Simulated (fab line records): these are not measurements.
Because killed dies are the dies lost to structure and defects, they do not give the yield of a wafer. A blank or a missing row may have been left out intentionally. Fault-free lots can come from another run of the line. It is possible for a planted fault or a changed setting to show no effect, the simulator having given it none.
8D (eight disciplines) problem report, filled in by code :: flow n5 finfet :: the parts of the form that need people (team, actions taken, sign-off) are left out

## 1. THE ISSUE
Mean of cathode dc power W at N5_BEOL_M13_SPUTTER_45: 27103 W across 3 wafers in 3 lots; on wafers with no fault it is 26000 W (standard deviation 4.9). So: +99 or more standard deviations from the usual mean.
The step: material Cu, target thk 80 nm, time 13.33 s.
Earliest sighting: wafer L721.4 on pvd sputter-02 at day 12 15:53. At this step, 33 wafers from 11 lots have a number in the record. The rule behind "out" and "out of limits": a value lying over 4 standard deviations away from the usual mean. The rest of the wafers with a number are treated as sound.

## 2. WHAT IT IS, AND WHAT IT ISN'T
question: which readings at this step
is: cathode dc power W
is not: throttle valve pct

question: which lots
is: L721, L723, L724
is not: L718, L719, L720, L732, L736, L737, L738, L740

question: which wafers of those lots
is: L721.4, L723.5, L724.3
is not: L721.2, L721.6, L723.1, L723.3, L724.1, L724.6

question: read on which tools
is: pvd sputter-02
is not: pvd sputter-01, pvd sputter-03

question: when
is: from day 12 15:53
is not: up to then (11 sound wafers); but 19 sound wafers of L723, L724, L732, L736, L737, L738, L740 came after

## 3. THE SUSPECTS, EACH WITH WHAT RULES IT OUT
Counting: any tool at a process step up to the reading remains a suspect provided it ran every lot that is out. Sound lots after the first of them don't rule it out here, since some wafers of a struck lot are sound.
- pvd sputter-02 at N5_BEOL_M13_SPUTTER_43 (material TaN, target thk 15 nm, time 24.19 s): kept. Ran every lot that is out, first one L721 (day 12 15:43); last sound lot up to then L720 (day 12 11:29).
- pvd sputter-02 at N5_BEOL_M13_SPUTTER_45 (material Cu, target thk 80 nm, time 13.33 s): kept. Ran every lot that is out, first one L721 (day 12 15:53); last sound lot up to then L720 (day 12 11:38). Out on those wafers are its own readings of cathode dc power W.
Left after counting: pvd sputter-02 at N5_BEOL_M13_SPUTTER_43, pvd sputter-02 at N5_BEOL_M13_SPUTTER_45.

## 4. THE CAUSE (what the simulator had put in)
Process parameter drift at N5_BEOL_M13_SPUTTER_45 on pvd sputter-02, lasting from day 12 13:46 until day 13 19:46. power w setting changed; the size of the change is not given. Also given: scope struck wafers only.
2 suspects survive the count, and this tool is in that group.

## 5. THE EFFECT CHAIN, in route order
Each row: a reading where the mean over the struck wafers with a number is more than 3 standard deviations away from the usual. Scope: only readings with a usual standard deviation given in the record; hours: median across lots of the time from each lot's start at the first step in this table that gives one to its start at this step; sigmas: change in usual standard deviations.
hours: 0
step: N5_BEOL_M13_SPUTTER_45
reading: cathode dc power W
usual: 26000 W
on struck wafers: 27103
change: +1103
sigmas: +99 or more
The process steps in it:
- N5_BEOL_M13_SPUTTER_45: material Cu, target thk 80 nm, time 13.33 s.

## 6. WHAT WOULD HAVE CAUGHT IT SOONER
2 hours passed between the start of the fault at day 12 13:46 and the first reading out of limits in this record, taken at day 12 15:53.
